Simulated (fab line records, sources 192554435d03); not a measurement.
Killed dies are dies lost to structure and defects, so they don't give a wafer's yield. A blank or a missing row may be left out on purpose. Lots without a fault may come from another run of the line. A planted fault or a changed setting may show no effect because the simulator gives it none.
A struck lot beside a sound one | flow n5_finfet | 13 steps out of a route of 1938
Sound: wafers L206.2, L206.5, L206.6. Struck: wafers L208.1, L208.3. (L208.2 of the same lot was not struck and is left out.) The cause comes at the end.
At each step with rows: each side's tool, then ch and its chambers, then its first start. Under that, the readings that differ: sound wafers | struck wafers | difference of the means | sigmas: that difference in standard deviations of wafers without a fault.
alike: readings whose means differ by less than 2 such deviations, and words and numbers that are the same on both sides. not compared: withheld readings, readings that some wafer has no value for, bounds like >300 that may hide the same value, and numbers for which the record gives no deviation and whose values overlap.
The two part at a step that has a row with sigmas, a row that says differs or no value, or rows on one side only. Numbers that don't overlap but have no deviation are shown without sigmas and don't part them. A reading that every wafer of one side lacks parts them only if that side has two wafers or more.

N5_MOL_CONTACT_COAG_SPUTTER_143: material Co, target thk 2.5 nm.
  sound on pvd_sputter-01, day 6 01:17; struck on pvd_sputter-03, day 6 21:58
  reading              | sound             | struck      | difference | sigmas
  susceptor_temp_C (C) | 24.71 24.86 24.91 | 25.10 25.05 | +0.25      | +2
  alike: throttle_valve_pct
N5_MOL_CONTACT_COAG_CO_FILL_22: material Co, precursor CCTBA/H2, target thk 20 nm.
  sound on cvd_co-01 ch 0,1,2, day 6 01:24; struck on cvd_co-01 ch 0,1, day 6 22:05
  alike: heater_power_w, susceptor_temp_C
N5_MOL_CONTACT_COAG_ANNEAL_113: time 300 s.
  sound on rtp_anneal-01 ch 0, day 6 02:10; struck on rtp_anneal-01 ch 0, day 6 22:49
  alike: anneal_temp_c_max, lamp_power_pct, wafer_temp_C_max
then, 4 steps without rows for these wafers: N5_MOL_CONTACT_COAG_PRE_CLEAN_142 (time 60 s); N5_MOL_CONTACT_COAG_SPUTTER_130 (material Co, target thk 47.5 nm); N5_MOL_CONTACT_COAG_PRECLEAN_125 (cleans in DIW, time 57.5 s); N5_MOL_CONTACT_COAG_SRD_126 (dry time 32 s).
N5_MOL_CONTACT_COAG_CMP_23: polishes, stops on SiO2, t overpolish 1.5 s, target thk 0 nm.
  sound on cmp-03 ch 0,1,3, day 6 08:10; struck on cmp-02 ch 0,1, day 7 03:34
  alike: motor_current_A, overpolish_run_s, platen_rpm, time_to_endpoint_s
then, 2 steps without rows for these wafers: N5_MOL_CONTACT_COAG_WET_ETCH_26 (target Co, target depth 13 nm); N5_MOL_CONTACT_COAG_WET_ETCH_116 (etches the open film in SC1-inhibited, target depth 4.6 nm, rinse time 30 s).
N5_MOL_CONTACT_COAG_ALD_27: deposits SiOC, target thk 17 nm, pulse time 1.5 s, time 2720 s.
  sound on ald_sin-03 ch 0,1,2, day 6 09:22; struck on ald_sin-03 ch 0,3, day 7 04:28
  reading                                           | sound                | struck        | difference | sigmas
  ald_cycles                                        | 340 340 340          | 530 530       | +190       |
  run_length_s (s)                                  | 2770.4 2770.5 2769.9 | 4289.7 4289.2 | +1519.2    | +99 or more
  time_s (s)                                        | 2720 2720 2720       | 4240 4240     | +1520      |
  model.SiOC_of_MOL_CONTACT_COAG_ALD_27.thk_nm (nm) | 17 16.8 16.8         | 26.4 26.4     | +9.5       |
  alike: heater_power_w, precursor_pulse_height_rel, susceptor_temp_C
N5_MOL_CONTACT_COAG_CMP_28: polishes, stops on SiNx, t overpolish 0.85 s, target thk 14.522 nm.
  sound on cmp-02 ch 0,1, day 6 10:58; struck on cmp-02 ch 1,3, day 7 06:02
  alike: motor_current_A, platen_rpm
N5_PASSIVATION_PROBE_49:
  the record has rows for the sound wafers here (prober-01, day 13 16:25) and none for the struck ones

WHERE THEY PART
First at N5_MOL_CONTACT_COAG_SPUTTER_143; last, within this record, at N5_PASSIVATION_PROBE_49.

WHY: what the simulator had put in
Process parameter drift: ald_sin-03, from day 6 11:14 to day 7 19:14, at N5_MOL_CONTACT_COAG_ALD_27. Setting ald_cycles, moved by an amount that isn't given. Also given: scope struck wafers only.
